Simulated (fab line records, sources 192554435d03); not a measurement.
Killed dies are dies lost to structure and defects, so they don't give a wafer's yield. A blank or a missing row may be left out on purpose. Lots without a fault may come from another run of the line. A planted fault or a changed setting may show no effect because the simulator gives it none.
fab line records | flow n5_finfet | part 1 of 2: steps 1 to 18 of 19
record lots=6 wafers=18 last_day=18
route steps=1938 shown BEOL_M0_CUTY@701 BEOL_M0@715 BEOL_M4@1111 PASSIVATION@1936
lots that met no fault: from a run of the same line without faults
start_h: hours from the record's first day to the start of the lot's first wafer shown | wait_h: hours since the lot's step before | " the same as in the row above | L1.1+2: a row that stands for several wafers | - no value, or no start given | * or withheld: withheld | < > ~ a bound
route shown NAME@n: a module of which the file shows steps, and the number in the route of the first | usual: mean/standard deviation of fault-free wafers | same: alike in all rows | chamber/n: place in a boat | sites: the reading at each site | _std_site: their standard deviation | _edge_site: outer sites' mean less inner sites' | radius_mm: how far each site lies from the wafer's centre | mask NAME#n: copy n | behind: the tool/chamber that last shaped the wafer | hold: why the lot was held/for how many hours/how that ended | device: the transistor (n, p or np) that didn't switch | end of line: the same wafers' tests at the end of the route | a step without rows: its recipe alone | killed: dies lost to structure and defects at the first sort, not the wafer's yield | map: a wafer's dies, x killed, . not, _ none there
set.NAME: the setting as run; set.NAME@STEP: as run at that earlier step | model.NAME: the simulator's own value behind a step, which no gauge read
lots at some steps of the route; a table a step, a row a wafer
services: from which hour (start_h, from the record's first day; less than 0 if before it) a tool's chamber was out of use, for how many hours, and why
## steps
# step N5_BEOL_M0_CUTY_COAT_50
# recipe resist=SiARC temp_c=220 time_s=60 spin_rpm=1500 resist_thk_nm=15
# step N5_BEOL_M0_CUTY_COAT_51
# recipe resist=CAR-ArF-block spin_rpm=1500 resist_thk_nm=150
# step N5_BEOL_M0_CUTY_EBR_52
# recipe solvent=PGMEA ebr_width_mm=1.5
# step N5_BEOL_M0_CUTY_SOFTBAKE_53
# recipe temp_c=110 time_s=60 resist=CAR-ArF-block
# step N5_BEOL_M0_CUTY_EXPOSE_54
# recipe mask_id=M0_ABLK na=1.35 source_shape=conventional sigma_outer=0.8 polarization=unpolarized dose_mj=36
# step N5_BEOL_M0_CUTY_PEB_55
# recipe peb_temp_c=110 peb_time_s=60 resist=CAR-ArF-block
# step N5_BEOL_M0_CUTY_DEVELOP_56
# recipe develop_time_s=30 developer=TMAH resist=CAR-ArF-block rinse_liquid=diw dry=air_spin dev_temp_c=23
# step N5_BEOL_M0_CUTY_CD_MEAS_57
# recipe target_cd_nm=200 landing_energy_ev=500 detector=se_inlens polarity=line
# usual cd_nm=198.8/1.1
# same landing_energy_ev=500
# columns lot.wafer tool chamber start_h wait_h cd_nm
L637.1 cd_sem-03 0 126.18 - 199.2
L637.2 " 0 " " 200.2
L637.6 " 0 " " 199.5
L639.2 cd_sem-02 0 131.82 - 199.2
L639.3 " 0 " " 198.8
L639.5 " 0 " " 199.3
L644.1 cd_sem-02 0 165.16 - 198.7
L644.2 " 0 " " 197.7
L644.3 " 0 " " 199.9
L647.2 cd_sem-02 0 184.83 - 196.9
L647.4 " 0 " " 198.0
L647.6 " 0 " " 197.3
L651.1 cd_sem-03 0 207.38 - 199.4
L651.2 " 0 " " 199.5
L651.4 " 0 " " 197.8
L658.1 cd_sem-02 0 248.43 - 200.0
L658.2 " 0 " " 197.8
L658.4 " 0 " " 200.6
# step N5_BEOL_M0_CUTY_OVL_MEAS_58
# recipe points_per_wafer=44
# usual M0_ABLK_OVL=0.2/0.67
# columns lot.wafer tool chamber start_h wait_h M0_ABLK_OVL[nm]
L637.1 overlay-02 0 126.21 0.0 0.2
L637.2 " 0 " " 1.7
L637.6 " 0 " " 1.4
L639.2 overlay-02 0 131.85 0.0 -0.4
L639.3 " 0 " " -0.3
L639.5 " 0 " " 0.6
L644.1 overlay-01 0 165.19 0.0 0.6
L644.2 " 0 " " 0.6
L644.3 " 0 " " 0.2
L647.2 overlay-01 0 184.86 0.0 -0.4
L647.4 " 0 " " 0.3
L647.6 " 0 " " -0.5
L651.1 overlay-02 0 207.41 0.0 0.3
L651.2 " 0 " " 0.2
L651.4 " 0 " " 1.2
L658.1 overlay-01 0 248.46 0.0 0.3
L658.2 " 0 " " 0.2
L658.4 " 0 " " 0.3
# step N5_BEOL_M0_CUTY_INSPECT_59
# recipe mode=adi inspect_instrument=macro
# usual raw_defect_count=2.0/1.5
# columns lot.wafer tool chamber start_h wait_h raw_defect_count
L637.1 defect_inspect-01 - 126.23 0.0 4
L637.2 " - " " 1
L637.6 " - " " 4
L639.2 defect_inspect-02 - 131.88 0.0 2
L639.3 " - " " 3
L639.5 " - " " 1
L644.1 defect_inspect-01 - 165.21 0.0 2
L644.2 " - " " 1
L644.3 " - " " 0
L647.2 defect_inspect-02 - 184.88 0.0 2
L647.4 " - " " 0
L647.6 " - " " 2
L651.1 defect_inspect-02 - 207.44 0.0 1
L651.2 " - " " 2
L651.4 " - " " 1
L658.1 defect_inspect-01 - 248.48 0.0 1
L658.2 " - " " 2
L658.4 " - " " 3
# step N5_BEOL_M0_CUTY_DESCUM_61
# recipe chemistry=O2 time_s=7.9 source_power_w=50 bias_power_w=20 pressure_mtorr=20 rf_frequency_hz=2.712e+07 temp_c=40 resist=CAR-ArF-block o2_flow_sccm=225
# usual drypump_motor_current_A=5.6/0.41 oes_product_au=0.81/0.085 rf_vpp_V=243.4/1.4 showerhead_plenum_p_Torr=2.11/0.065 temp_c=40.00/0.12 throttle_valve_pct=20.30/0.19
# columns lot.wafer tool chamber start_h wait_h drypump_motor_current_A oes_product_au rf_hours_counter_h rf_vpp_V showerhead_plenum_p_Torr temp_c throttle_valve_pct
L637.1 rie_diel-05 0 126.26 0.0 5.5 0.90 28 244.8 2.23 39.95 20.26
L637.2 " 1 " " 5.4 0.68 239 242.4 2.07 39.95 20.73
L637.6 " 1 " " 5.4 0.69 - 242.8 2.07 39.69 20.74
L639.2 rie_diel-04 2 131.91 0.0 5.7 0.76 159 243.0 2.18 40.13 20.54
L639.3 " 3 " " 5.0 0.93 18 245.4 2.24 40.01 20.16
L639.5 " 2 " " 5.7 0.76 - 243.3 2.18 40.02 20.57
L644.1 rie_diel-04 2 165.25 0.0 5.6 0.75 173 243.0 2.17 39.94 20.55
L644.2 " 1 " " 5.4 0.96 1 242.8 2.06 39.96 19.98
L644.3 " 3 " " 4.9 0.92 33 245.6 2.23 39.88 20.21
L647.2 rie_diel-04 2 184.92 0.0 5.7 0.73 179 245.1 2.17 40.08 20.59
L647.4 " 3 " " 5.0 0.89 38 246.8 2.23 40.13 20.20
L647.6 " 3 " " 5.0 0.89 - 245.6 2.23 40.06 20.20
L651.1 rie_diel-05 1 207.74 0.3 5.4 0.97 8 244.0 2.06 40.16 20.35
L651.2 " 2 " " 5.8 0.70 207 243.9 2.15 40.07 19.96
L651.4 " 1 " " 5.4 0.96 - 242.4 2.06 39.99 20.36
L658.1 rie_diel-02 3 249.05 0.6 5.5 0.85 67 241.5 2.04 40.03 20.48
L658.2 " 0 " " 5.4 0.76 139 244.3 2.10 39.83 20.24
L658.4 " 2 " " 6.6 0.73 179 242.0 2.01 40.23 20.47
# step N5_BEOL_M0_CUTY_ETCH_62
# recipe chemistry=CF4 target=SiARC mask_material=CAR-ArF-block time_s=58.5 ion_energy_ev=80 pressure_mtorr=40 source_w=545 bias_w=36 Ar_flow_sccm=100 cf4_flow_sccm=100 ends=cleared
# usual drypump_motor_current_A=5.6/0.41 etch_rf_on_time_s=58.5/1 oes_product_au=0.69/0.072 rf_vpp_V=184.3/1.2 showerhead_plenum_p_Torr=2.16/0.067 throttle_valve_pct=15.49/0.21
# columns lot.wafer tool chamber start_h wait_h drypump_motor_current_A etch_rf_on_time_s oes_product_au rf_hours_counter_h rf_vpp_V showerhead_plenum_p_Torr throttle_valve_pct
L637.1 rie_diel-05 0 126.30 0.0 5.6 59.1 0.77 28 185.1 2.27 15.44
L637.2 " 1 " " 5.4 58.5 0.59 239 183.6 2.12 15.91
L637.6 " 1 " " 5.4 59.3 0.58 - 184.1 2.12 15.91
L639.2 rie_diel-04 2 131.95 0.0 5.7 56.7 0.65 159 184.6 2.23 15.76
L639.3 " 3 " " 5.0 57.4 0.80 18 184.9 2.27 15.21
L639.5 " 2 " " 5.7 56.3 0.66 - 185.4 2.23 15.77
L644.1 rie_diel-04 2 165.28 0.0 5.7 56.8 0.65 173 185.3 2.23 15.77
L644.2 " 1 " " 5.4 58.2 0.83 1 183.6 2.09 15.01
L644.3 " 3 " " 5.0 57.0 0.79 33 185.5 2.26 15.24
L647.2 rie_diel-04 2 184.95 0.0 5.7 57.2 0.63 179 185.2 2.23 15.81
L647.4 " 3 " " 5.0 58.1 0.77 38 186.6 2.26 15.26
L647.6 " 3 " " 5.0 58.4 0.77 - 184.4 2.26 15.24
L651.1 rie_diel-05 1 207.77 0.0 5.4 55.9 0.83 8 183.8 2.11 15.45
L651.2 " 2 " " 5.8 57.5 0.60 207 183.8 2.20 15.35
L651.4 " 1 " " 5.4 56.0 0.82 - 183.0 2.11 15.43
L658.1 rie_diel-02 3 249.09 0.0 5.5 59.9 0.72 67 181.6 2.10 15.67
L658.2 " 0 " " 5.4 59.6 0.64 139 185.1 2.15 15.46
L658.4 " 2 " " 6.6 60.1 0.62 179 182.1 2.05 15.54
# step N5_BEOL_M0_CUTY_ETCH_63
# recipe chemistry=N2/H2 target=SOC target_depth_a=827 overetch_a=165 mask_material=SiARC temp_c=40 ion_energy_ev=200 time_s=124 pressure_mtorr=30 source_w=840 bias_w=150 n2_flow_sccm=200 h2_flow_sccm=200
# usual drypump_motor_current_A=5.6/0.41 n2_flow_sccm=200.0/0.6 oes_product_au=0.66/0.068 rf_vpp_V=524.6/2.4 showerhead_plenum_p_Torr=2.57/0.086 temp_c=39.99/0.12 throttle_valve_pct=17.72/0.21
# columns lot.wafer tool chamber start_h wait_h drypump_motor_current_A n2_flow_sccm oes_product_au rf_hours_counter_h rf_vpp_V showerhead_plenum_p_Torr temp_c throttle_valve_pct model.SiO2_of_BEOL_M0_SAQP_SPACER2_ALD_26.thk_nm
L637.1 rie_diel-05 0 126.35 0.0 5.6 200.1 0.73 28 529.4 2.72 40.17 17.76 7.2
L637.2 " 1 " " 5.4 200.4 0.56 239 522.4 2.52 40.14 18.18 7.2
L637.6 " 1 " " 5.4 199.9 0.56 - 523.5 2.51 40.19 18.18 7.2
L639.2 rie_diel-04 2 131.99 0.0 5.7 199.9 0.61 159 528.3 2.64 40.15 18.05 7
L639.3 " 3 " " 5.0 199.5 0.77 18 529.4 2.71 39.82 17.57 7
L639.5 " 2 " " 5.7 200.0 0.62 - 525.4 2.64 39.99 18.04 7
L644.1 rie_diel-04 2 165.33 0.0 5.7 199.3 0.61 173 526.1 2.64 39.92 18.07 7
L644.2 " 1 " " 5.4 200.5 0.79 1 523.9 2.52 40.16 17.49 5.4
L644.3 " 3 " " 5.0 199.3 0.74 33 526.4 2.70 40.13 17.60 5.2
L647.2 rie_diel-04 2 185.00 0.0 5.7 199.5 0.61 179 528.3 2.63 39.98 18.08 5.4
L647.4 " 3 " " 5.0 199.9 0.72 39 527.3 2.70 39.95 17.60 7.2
L647.6 " 3 " " 5.0 200.5 0.74 - 528.1 2.70 39.94 17.63 7
L651.1 rie_diel-05 1 207.82 0.0 5.4 199.9 0.77 8 522.9 2.51 39.95 17.76 7
L651.2 " 2 " " 5.8 201.1 0.58 207 526.1 2.62 39.86 17.39 7.2
L651.4 " 1 " " 5.4 200.0 0.77 - 523.0 2.51 40.04 17.77 7
L658.1 rie_diel-02 3 249.13 0.0 5.5 199.2 0.69 67 522.4 2.48 39.89 17.87 7.2
L658.2 " 0 " " 5.4 200.3 0.63 139 524.4 2.55 39.81 17.62 7.2
L658.4 " 2 " " 6.6 200.4 0.61 179 521.2 2.42 40.08 17.76 7.2
# step N5_BEOL_M0_CUTY_STRIP_64
# recipe chemistry=N2/H2 temp_c=40 n2_flow_sccm=200 h2_flow_sccm=200 rf_frequency_hz=6e+07
# step N5_BEOL_M0_ETCH_138
# recipe chemistry=CH3F/O2 target_depth_a=120 target=SiCN time_s=31.6 ion_energy_ev=120 pressure_mtorr=30 source_w=395 bias_w=75 Ar_flow_sccm=150 CH3F_flow_sccm=30 O2_flow_sccm=20 ends=cleared
# usual drypump_motor_current_A=5.6/0.41 etch_rf_on_time_s=29.6/0.73 oes_product_au=0.69/0.072 rf_vpp_V=297.6/1.5 showerhead_plenum_p_Torr=2.02/0.066 throttle_valve_pct=16.19/0.2
# columns lot.wafer tool chamber start_h wait_h drypump_motor_current_A etch_rf_on_time_s oes_product_au rf_hours_counter_h rf_vpp_V showerhead_plenum_p_Torr throttle_valve_pct
L637.1 rie_diel-05 0 126.47 0.0 5.6 29.8 0.77 28 300.2 2.10 16.00
L637.2 " 1 " " 5.4 29.4 0.59 240 296.8 1.96 16.55
L637.6 " 1 " " 5.4 30.7 0.58 - 296.8 1.97 16.58
L639.2 rie_diel-04 2 132.12 0.0 5.7 28.9 0.65 159 299.5 2.09 16.48
L639.3 " 3 " " 5.0 28.4 0.81 18 298.5 2.14 16.00
L639.5 " 2 " " 5.7 29.6 0.65 - 299.2 2.09 16.49
L644.1 rie_diel-04 2 165.45 0.0 5.7 29.3 0.64 173 298.0 2.09 16.51
L644.2 " 1 " " 5.4 30.0 0.81 1 296.5 1.96 15.76
L644.3 " 3 " " 5.0 29.3 0.77 33 300.7 2.13 16.03
L647.2 rie_diel-04 2 185.12 0.0 5.7 29.2 0.63 179 300.1 2.08 16.52
L647.4 " 3 " " 5.0 30.1 0.76 39 300.0 2.13 16.05
L647.6 " 3 " " 5.0 29.8 0.77 - 300.8 2.13 16.06
L651.1 rie_diel-05 1 207.94 0.0 5.4 28.4 0.82 8 297.5 1.96 16.10
L651.2 " 2 " " 5.8 29.6 0.59 207 298.0 2.06 16.03
L651.4 " 1 " " 5.4 28.8 0.82 - 296.1 1.96 16.11
L658.1 rie_diel-02 3 249.25 0.0 5.5 29.7 0.72 67 296.4 1.96 16.38
L658.2 " 0 " " 5.4 29.6 0.65 139 297.2 2.01 16.16
L658.4 " 2 " " 6.6 28.3 0.64 179 295.3 1.90 16.23
# step N5_BEOL_M0_HM_OPEN_105
# recipe chemistry=Cl2/BCl3 target_depth_a=120 target=TiN ion_energy_ev=150 pressure_mtorr=10 icp_w=1000 bias_w=126 Cl2_flow_sccm=53.25 bcl3_flow_sccm=21.75 Ar_flow_sccm=25
# usual bcl3_flow_sccm=21.75/0.067 drypump_motor_current_A=5.6/0.59 oes_product_au=0.81/0.063 throttle_valve_pct=21.79/0.22
# columns lot.wafer tool chamber start_h wait_h bcl3_flow_sccm drypump_motor_current_A oes_product_au rf_hours_counter_h throttle_valve_pct model.SiO2_of_BEOL_M0_SAQP_SPACER2_ALD_26.thk_nm
L637.1 rie_metal-02 0 128.95 2.4 21.73 6.0 0.80 37 21.59 2.6
L637.2 " 1 " " 21.78 5.2 0.94 3 21.91 2.8
L637.6 " 1 " " 21.89 5.2 0.93 - 21.90 2.6
L639.2 rie_metal-01 0 133.18 1.0 21.69 6.2 0.83 24 21.63 2.6
L639.3 " 0 " " 21.62 6.2 0.82 - 21.62 2.8
L639.5 " 1 " " 21.79 5.0 0.74 - 22.16 2.6
L644.1 rie_metal-03 0 165.57 0.1 21.69 4.7 0.93 10 21.61 2.6
L644.2 " 1 " " 21.78 6.2 0.82 23 21.78 1.6
L644.3 " 0 " " 21.74 4.7 0.93 - 21.61 1.6
L647.2 rie_metal-02 1 185.44 0.3 21.80 5.2 0.89 8 21.92 1.6
L647.4 " 1 " " 21.70 5.2 0.89 - 21.92 2.6
L647.6 " 0 " " 21.65 6.0 0.77 - 21.63 2.6
L651.1 rie_metal-02 0 208.90 0.9 21.80 6.1 0.77 44 21.63 2.6
L651.2 " 0 " " 21.75 6.1 0.77 - 21.63 2.8
L651.4 " 0 " " 21.80 6.1 0.76 - 21.63 2.6
L658.1 rie_metal-01 1 249.70 0.4 21.73 5.0 0.72 64 22.18 3
L658.2 " 0 " " 21.68 6.1 0.80 34 21.65 2.8
L658.4 " 1 " " 21.76 5.0 0.72 - 22.18 2.8
# step N5_BEOL_M0_STRIP_140
# recipe chemistry=CF4 resist=SiARC power_w=300 bias_power_w=75 pressure_mtorr=50 cf4_flow_sccm=150 rf_frequency_hz=6e+07
# usual drypump_motor_current_A=5.6/0.38 oes_product_au=0.80/0.087 rf_vpp_V=271.6/1.8 showerhead_plenum_p_Torr=1.81/0.055 throttle_valve_pct=13.49/0.24
# columns lot.wafer tool chamber start_h wait_h drypump_motor_current_A oes_product_au rf_hours_counter_h rf_vpp_V showerhead_plenum_p_Torr throttle_valve_pct
L637.1 rie_diel-05 1 129.12 0.1 5.4 0.68 241 272.5 1.78 13.93
L637.2 " 0 " " 5.6 0.88 29 272.3 1.92 13.46
L637.6 " 1 " " 5.4 0.68 - 269.5 1.78 13.95
L639.2 rie_diel-02 2 133.62 0.4 6.5 0.76 135 266.2 1.73 13.45
L639.3 " 0 " " 5.4 0.79 95 270.1 1.82 13.39
L639.5 " 2 " " 6.6 0.76 - 269.7 1.73 13.44
L644.1 rie_diel-04 2 165.78 0.2 5.7 0.73 173 272.8 1.86 13.78
L644.2 " 0 " " 5.9 0.75 169 270.2 1.79 13.48
L644.3 " 3 " " 5.0 0.90 33 271.8 1.88 13.18
L647.2 rie_diel-05 3 185.61 0.1 5.7 0.70 211 271.3 1.79 13.63
L647.4 " 1 " " 5.4 0.98 0 272.3 1.78 13.39
L647.6 " 2 " " 5.8 0.69 - 273.6 1.85 13.35
L651.1 rie_diel-02 3 209.22 0.3 5.5 0.86 51 273.6 1.76 13.58
L651.2 " 1 " " 5.4 0.89 14 273.1 1.84 13.48
L651.4 " 0 " " 5.4 0.77 125 272.2 1.81 13.44
L658.1 rie_diel-05 0 249.87 0.1 5.5 0.82 75 271.6 1.90 13.56
L658.2 " 2 " " 5.8 0.68 221 272.6 1.84 13.41
L658.4 " 3 " " 5.7 0.69 232 271.6 1.78 13.66
# step N5_BEOL_M4_RC_MEAS_101
# usual DIBL_N=35.8/1.8 DIBL_P=35.9/2.2 IOFF_N=0.16/0.035 IOFF_P=0.21/0.04 ION_N=672/11 ION_P=461/7.4 SS_N=71.4/0.64 SS_P=73.2/0.67 VT_N=250/3.5 VT_P=-251/3.4
# columns lot.wafer tool chamber start_h wait_h DIBL_N[mV/V] DIBL_P[mV/V] IOFF_N[nA/um] IOFF_P[nA/um] ION_N[uA/um] ION_P[uA/um] SS_N[mV/dec] SS_P[mV/dec] VT_N[mV] VT_P[mV]
L637.1 prober-01 0 183.10 0.0 34.2 35.4 0.17 0.23 678 466 71.7 73.4 246 -246
L637.2 " 0 " " 36.1 37.3 0.19 0.24 678 467 72.5 73.3 247 -248
L637.6 " 0 " " 35.5 36.5 0.19 0.24 685 472 71.4 72.6 246 -247
L639.2 prober-02 0 183.59 0.2 31.9 29.9 0.10 0.15 648 449 70.3 72.2 257 -255
L639.3 " 0 " " 36.8 36.2 0.18 0.24 679 465 71.6 73.2 249 -249
L639.5 " 0 " " 36.0 36.3 0.17 0.23 674 466 71.3 72.9 249 -247
L644.1 prober-02 0 213.59 0.0 34.0 34.4 0.12 0.18 655 458 70.8 72.5 252 -252
L644.2 " 0 " " 38.7 39.8 0.22 0.25 696 468 71.7 74.9 243 -252
L644.3 " 0 " " 36.7 37.7 0.16 0.23 674 463 71.6 74.4 250 -251
L647.2 prober-02 0 238.92 0.2 34.1 34.0 0.13 0.16 673 455 71.6 72.8 253 -257
L647.4 " 0 " " 36.2 34.3 0.15 0.18 663 449 71.9 73.0 252 -252
L647.6 " 0 " " 35.1 35.3 0.13 0.18 667 455 71.2 73.0 252 -251
L651.1 prober-02 0 277.06 0.0 36.2 35.9 0.17 0.25 686 473 71.5 72.7 247 -246
L651.2 " 0 " " 38.5 39.0 0.22 0.31 691 479 71.3 74.1 244 -243
L651.4 " 0 " " 36.6 37.0 0.18 0.28 687 475 71.2 73.1 246 -245
L658.1 prober-02 0 308.84 0.0 37.2 35.6 0.16 0.21 680 468 71.4 72.7 250 -251
L658.2 " 0 " " 34.5 31.9 0.12 0.17 660 462 71.7 72.6 254 -253
L658.4 " 0 " " 35.4 33.2 0.13 0.18 665 455 71.1 73.0 253 -253
## key
first_sign none at tools or gauges
model_effect step=N5_BEOL_M0_CUTY_ETCH_63 value=SiO2_of_BEOL_M0_SAQP_SPACER2_ALD_26.thk_nm without=7 struck=5.333
model_effect step=N5_BEOL_M0_HM_OPEN_105 value=SiO2_of_BEOL_M0_SAQP_SPACER2_ALD_26.thk_nm without=2.6 struck=1.6
met_at N5_BEOL_M0_CUTY_ETCH_63
struck_wafers L644.2,L644.3,L647.2
onset_between 131.99 165.33
fault kind=process_parameter_drift tool=rie_diel-04 chamber=- onset_h=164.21 steps=N5_BEOL_M0_CUTY_ETCH_63 channel=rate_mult offset=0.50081 shape=step end_h=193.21 scope=struck_wafers_only
